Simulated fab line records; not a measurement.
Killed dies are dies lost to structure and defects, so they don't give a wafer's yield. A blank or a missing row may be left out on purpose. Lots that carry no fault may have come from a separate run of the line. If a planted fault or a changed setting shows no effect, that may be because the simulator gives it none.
Matching of chambers | flow n5Finfet | N5_PMOS_HMC_CHANNEL_EPI_FIN_RECESS_16 on rieSi-01: 4 sister chambers
The step chemistry HBr/Cl2, target Si, target depth 54 nm, time 18 s. 4 wafers are shown with their chamber, then 10 later ones without.

## WAFERS, EACH WITH ITS CHAMBER
wafer  | chamber | drypumpMotorCurrentA (A)
L086.4 | 0       | 5.8
L088.4 | 3       | 5.5
L089.1 | 1       | 5.5
L089.3 | 2       | 5.9

## WAFERS WHOSE CHAMBER IS MISSING
wafer  | drypumpMotorCurrentA (A)
L089.6 | 5.8
L090.1 | 5.8
L090.4 | 5.5
L090.6 | 5.7
L091.4 | 5.5
L091.5 | 5.5
L091.6 | 5.9
L095.1 | 5.6
L095.3 | 5.5
L095.6 | 5.8

## WHICH CHAMBER EACH WENT THROUGH
wafer  | from the rows above     | in truth
L089.6 | 0                       | 0
L090.1 | 0                       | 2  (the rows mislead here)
L090.4 | can't be placed: 1 or 3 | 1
L090.6 | 0                       | 0
L091.4 | can't be placed: 1 or 3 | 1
L091.5 | can't be placed: 1 or 3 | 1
L091.6 | 2                       | 2
L095.1 | can't be placed: 1 or 3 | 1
L095.3 | can't be placed: 1 or 3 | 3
L095.6 | 0                       | 0
Placed correctly: 4 of 10. Can't be placed from these rows: 5 (the true chamber is among the candidates in 5). 1 placed wrongly.
How it was worked out, from the rows above alone: a wafer's distance from a chamber is the root of the sum, over the readings, of the square of ((its reading less the chamber's mean) divided by the reading's scatter). If the next closest chamber is less than 2 further off than the closest, the wafer can't be placed; otherwise it belongs to the closest. For every chamber, the mean is computed from those of its wafers that are shown. The scatter (one wafer shown for each chamber): square how far every hidden wafer sits from the nearest shown wafer, average those squares and take the square root.
